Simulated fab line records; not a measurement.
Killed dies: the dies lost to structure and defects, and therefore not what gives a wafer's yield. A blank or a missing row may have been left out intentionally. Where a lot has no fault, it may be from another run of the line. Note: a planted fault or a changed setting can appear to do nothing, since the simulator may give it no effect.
Chamber matching :: flow n5 finfet :: N5_BEOL_M4_STRIP_19 on rie diel-02: 4 sister chambers
The step strips in O2. 4 wafers are shown with their chamber, then 11 later ones without.

EACH WAFER AND ITS CHAMBER
wafer: L084.6
chamber: 2
showerhead plenum p Torr (Torr): 2.21

wafer: L085.5
chamber: 0
showerhead plenum p Torr (Torr): 2.13

wafer: L085.6
chamber: 3
showerhead plenum p Torr (Torr): 2.07

wafer: L086.1
chamber: 1
showerhead plenum p Torr (Torr): 2.07

WAFERS WITHOUT THEIR CHAMBER
wafer: L086.2
showerhead plenum p Torr (Torr): 2.13

wafer: L086.4
showerhead plenum p Torr (Torr): 2.21

wafer: L090.1
showerhead plenum p Torr (Torr): 2.21

wafer: L090.2
showerhead plenum p Torr (Torr): 2.12

wafer: L090.4
showerhead plenum p Torr (Torr): 2.06

wafer: L095.1
showerhead plenum p Torr (Torr): 2.06

wafer: L095.5
showerhead plenum p Torr (Torr): 2.06

wafer: L095.6
showerhead plenum p Torr (Torr): 2.21

wafer: L096.3
showerhead plenum p Torr (Torr): 2.07

wafer: L096.5
showerhead plenum p Torr (Torr): 2.12

wafer: L096.6
showerhead plenum p Torr (Torr): 2.06

CHAMBER TAKEN BY EACH
wafer: L086.2
from the rows above: 0
in truth: 0

wafer: L086.4
from the rows above: 2
in truth: 2

wafer: L090.1
from the rows above: 2
in truth: 2

wafer: L090.2
from the rows above: 0
in truth: 0

wafer: L090.4
from the rows above: can't be placed: 1 or 3
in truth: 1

wafer: L095.1
from the rows above: can't be placed: 1 or 3
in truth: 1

wafer: L095.5
from the rows above: can't be placed: 1 or 3
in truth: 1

wafer: L095.6
from the rows above: 2
in truth: 2

wafer: L096.3
from the rows above: can't be placed: 1 or 3
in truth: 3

wafer: L096.5
from the rows above: 0
in truth: 0

wafer: L096.6
from the rows above: can't be placed: 1 or 3
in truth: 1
Placed correctly: 6 of 11. These rows do not allow placing 5 (true chamber among the candidates in 5). Placed wrongly: 0.
How it was worked out, from the rows above alone: a wafer's distance from a chamber is the root of the sum, over the readings, of the square of ((its reading less the chamber's mean) divided by the reading's scatter). The wafer belongs to the nearest chamber; if the next one is less than 2 further off, it can't be placed. Each chamber's mean is taken over the wafers shown for it. The scatter (one wafer shown for each chamber): square how far every hidden wafer sits from the nearest shown wafer, average those squares and take the square root.
